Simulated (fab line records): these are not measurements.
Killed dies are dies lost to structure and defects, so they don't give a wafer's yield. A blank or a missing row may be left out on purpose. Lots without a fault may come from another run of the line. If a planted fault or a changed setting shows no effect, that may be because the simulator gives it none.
Split-lot trial | flow n5Finfet | 21 wafers read across 7 lots, on a route 1938 steps long

THE SPLIT ITSELF
At N5_BEOL_M3_EXPOSE_08 (exposes mask M3), the setting doseMj was moved away from the recipe's 33 on 9 of the 21 wafers read, by -5.4% to +7.2%. The other wafers ran this setting at the recipe's value.

FROM THE SPLIT TO THE READING: what the file shows between them, 17 steps
- N5_BEOL_M3_PEB_09: peb time 60 s
- N5_BEOL_M3_DEVELOP_10: develop time 30 s
- N5_BEOL_M3_CD_MEAS_11: target cd 17.05 nm
- N5_BEOL_M3_DESCUM_16: chemistry O2, time 7 s
- N5_BEOL_M3_ETCH_74: etches underlayer in N2/H2, target depth 6.5 nm, time 5.2 s
- N5_BEOL_M3_ETCH_63: etches SiARC in CF4, target depth 15.6 nm, time 26 s
- N5_BEOL_M3_ETCH_64: etches SOC in N2/H2, target depth 75 nm, overetch 15 nm, time 112.5 s
- N5_BEOL_M3_STRIP_65: strips in N2/H2
- N5_BEOL_M3_STRIP_75: strips in N2/H2
- N5_BEOL_M3_STRIP_66: strips in CF4
- N5_BEOL_M3_HM_OPEN_17: chemistry Cl2/BCl3, target TiN, target depth 20 nm, overetch 6 nm
- N5_BEOL_M3_STRIP_19: strips in O2
- N5_BEOL_M3_CD_MEAS_18: pitch 36 nm, target cd 18 nm
- N5_BEOL_M3_COAT_67: time 60 s, resist thk 60 nm
- N5_BEOL_M3_COAT_68: time 60 s, resist thk 12 nm
- N5_BEOL_M3_PRECLEAN_42: cleans in residue remover, time 60 s
- N5_BEOL_M3_SRD_43: time 30 s

THE READING
cdNm, in nm, at N5_BEOL_M3_CD_MEAS_35 (target cd 18 nm, target cd y 21 nm). On this fab line, fault-free wafers typically give 18.1 nm with a standard deviation of 0.32 nm.

wafer  | tool, chamber at the split | doseMj as run | against the recipe | cdNm, nm | against lot-mates on the recipe
L075.1 | euvScanner-02, 0           | 33            | recipe             | 18.0     | -
L075.3 | euvScanner-02, 0           | 33            | recipe             | 18.0     | -
L075.4 | euvScanner-02, 0           | 33            | recipe             | 17.7     | -
L076.1 | euvScanner-01, 0           | 33            | recipe             | 17.9     | -
L076.2 | euvScanner-01, 0           | 33            | recipe             | 18.1     | -
L076.6 | euvScanner-01, 0           | 33            | recipe             | 17.8     | -
L077.2 | euvScanner-02, 0           | 34.33         | +4.0%              | 18.4     | +0.6
L077.5 | euvScanner-02, 0           | 33            | recipe             | 17.8     | -
L077.6 | euvScanner-02, 0           | 34.33         | +4.0%              | 18.9     | +1.1
L080.4 | euvScanner-01, 0           | 31.21         | -5.4%              | 17.4     | -1.3
L080.5 | euvScanner-01, 0           | 33            | recipe             | 18.3     | -
L080.6 | euvScanner-01, 0           | 33            | recipe             | 19.1     | -
L087.1 | euvScanner-01, 0           | 35            | +6.1%              | 19.5     | +1.5
L087.2 | euvScanner-01, 0           | 35            | +6.1%              | 19.5     | +1.5
L087.4 | euvScanner-01, 0           | 33            | recipe             | 18.0     | -
L089.2 | euvScanner-01, 0           | 35.04         | +6.2%              | 19.4     | +0.9
L089.3 | euvScanner-01, 0           | 33            | recipe             | 18.5     | -
L089.5 | euvScanner-01, 0           | 35.04         | +6.2%              | 19.6     | +1.1
L090.1 | euvScanner-02, 0           | 35.38         | +7.2%              | 19.4     | +0.7
L090.2 | euvScanner-02, 0           | 33            | recipe             | 18.7     | -
L090.4 | euvScanner-02, 0           | 35.38         | +7.2%              | 19.0     | +0.3

THE FIT
A straight line over all 21 wafers: cdNm changes by +0.174 nm for each +1% of doseMj; r = +0.85; the points scatter about the line by 0.37 nm.
The same after taking each lot's own level away (the mean of its wafers on the recipe; 21 wafers): +0.167 nm for each +1%; r = +0.86; scatter 0.35 nm.
According to that fit, moving doseMj by its largest amount changes the reading by 1.2 nm.
Measured against the standard deviation above, the lots' own levels, which go from 17.80 to 18.70 nm, span 2.8 times it.
The two slopes agree, so the slope changes little with the lot-to-lot level.
Check: with one of the wafers moved furthest among these (+7.2%) left out of the fit, the line predicts +1.27 nm for it against its lot-mates. Against them it came out at +0.7 nm.

THE WHOLE CHAIN: every reading that the file lists as answering this split, in the file's order
step                  | what it does                                                          | reading                                                             | change (the file's fit)               | r (the file's)
N5_BEOL_M3_CD_MEAS_11 | target cd 17.05 nm                                                    | cdNm                                                                | +0.18 nm for each +1% of the setting  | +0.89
N5_BEOL_M3_ETCH_74    | etches underlayer in N2/H2, target depth 6.5 nm, time 5.2 s           | BEOL_M3.cdOffsetNm (the simulator's own value, which no gauge read) | +0.176 nm for each +1% of the setting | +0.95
N5_BEOL_M3_ETCH_64    | etches SOC in N2/H2, target depth 75 nm, overetch 15 nm, time 112.5 s | BEOL_M3.cdOffsetNm (the simulator's own value, which no gauge read) | +0.186 nm for each +1% of the setting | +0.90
N5_BEOL_M3_HM_OPEN_17 | chemistry Cl2/BCl3, target TiN, target depth 20 nm, overetch 6 nm     | BEOL_M3.cdOffsetNm (the simulator's own value, which no gauge read) | +0.174 nm for each +1% of the setting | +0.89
N5_BEOL_M3_CD_MEAS_18 | pitch 36 nm, target cd 18 nm                                          | cdNm                                                                | +0.155 nm for each +1% of the setting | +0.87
N5_BEOL_M3_CD_MEAS_35 | target cd 18 nm, target cd y 21 nm                                    | cdNm                                                                | +0.172 nm for each +1% of the setting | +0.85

THE FILE'S OWN FIT
cdNm changes by +0.172 nm for each +1% of doseMj, r = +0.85.
